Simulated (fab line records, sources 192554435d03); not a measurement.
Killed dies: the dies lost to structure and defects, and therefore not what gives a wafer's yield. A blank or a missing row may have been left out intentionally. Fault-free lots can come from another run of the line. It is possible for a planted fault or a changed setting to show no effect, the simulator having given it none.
Code-filled problem report in 8D (eight disciplines) form / flow n5-finfet / the parts of the form that need people (team, actions taken, sign-off) are left out

== 1. WHAT WENT WRONG ==
Mean M8_OVL at N5_BEOL_M8_OVL_MEAS_12: 20.3 nm over 6 wafers in 2 lots; fault-free wafers: 0.2 nm, standard deviation 0.66. That is +30 standard deviations from the usual mean.
First observed at day 13 16:46: wafer L831.1, on overlay-01. The record holds 32 wafers of 11 lots with a number at this step. By rule, "out" or "out of limits" means more than 4 standard deviations away from the usual mean. The rest of the wafers with a number are treated as sound.

== 2. WHAT IT IS, WHAT IT ISN'T ==
question=which readings at this step | is=M8_OVL | is not=-
question=which lots | is=L831, L835 | is not=L817, L822, L823, L824, L825, L826, L837, L838, L839
question=which wafers of those lots | is=all that have a number | is not=-
question=read on which gauges | is=overlay-01 | is not=overlay-02
question=when | is=from day 13 16:46 | is not=up to then (18 sound wafers); but 8 sound wafers of L837, L838, L839 came after

== 3. SUSPECTS, AND WHAT RULES EACH OUT ==
Counting: any tool at a process step up to the reading is kept as a suspect provided that every lot that is out went through it and no sound lot did after the first of them.
- the gauge at N5_BEOL_M8_OVL_MEAS_12: kept. All the wafers that are out were read on overlay-01, and no step on other tools shows them out.
- uv-cure-03 at N5_BEOL_M8_CURE_74 (cures SiCOH lowk, time 240 s): ruled out as a lasting fault. After its first lot that is out, L831 (day 13 15:17), sound lots L838 ran on it.
- arfi-scanner-02 at N5_BEOL_M8_EXPOSE_08 (exposes mask M8): kept. It ran every lot that is out, first L831 (day 13 16:37), and no sound lot after that; its last sound lot up to then is L825 (day 11 09:25).
What counting leaves: arfi-scanner-02 at N5_BEOL_M8_EXPOSE_08 and overlay-01 at N5_BEOL_M8_OVL_MEAS_12.

== 4. THE CAUSE (what the simulator had put in) ==
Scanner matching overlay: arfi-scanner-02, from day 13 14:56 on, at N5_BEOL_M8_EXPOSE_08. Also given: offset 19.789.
This tool is one of the 2 suspects left after counting.

== 5. SEQUENCE OF EFFECTS, ordered by route ==
Each row: a reading where the mean over the struck wafers with a number is more than 3 standard deviations away from the usual. Scope: only readings with a usual standard deviation given in the record; hours: median across lots of the time from each lot's start at the first step in this table that gives one to its start at this step; sigmas: change in usual standard deviations.
hours=0; step=N5_BEOL_M8_OVL_MEAS_12; reading=M8_OVL; usual=0.2 nm; on struck wafers=20.3; change=+20.1; sigmas=+30
hours=72; step=N5_PASSIVATION_PROBE_49; reading=killed_at_M4_up; usual=14; on struck wafers=38; change=+24; sigmas=+4.5
Process steps it contains:
- N5_PASSIVATION_PROBE_49

== 6. WHAT WOULD HAVE CAUGHT IT SOONER ==
2 hours passed between the start of the fault at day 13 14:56 and the first reading out of limits at a measuring or inspecting step in this record, taken at day 13 16:46.
No tool reading at N5_BEOL_M8_EXPOSE_08 that has a usual standard deviation in the record was out on any struck wafer, so an alarm limit of 4 standard deviations on those readings would not have fired.
Lots out: 2; of these, L835 started N5_BEOL_M8_EXPOSE_08 on arfi-scanner-02 after day 13 16:46. It would have been spared by a hold on the tool at that moment.
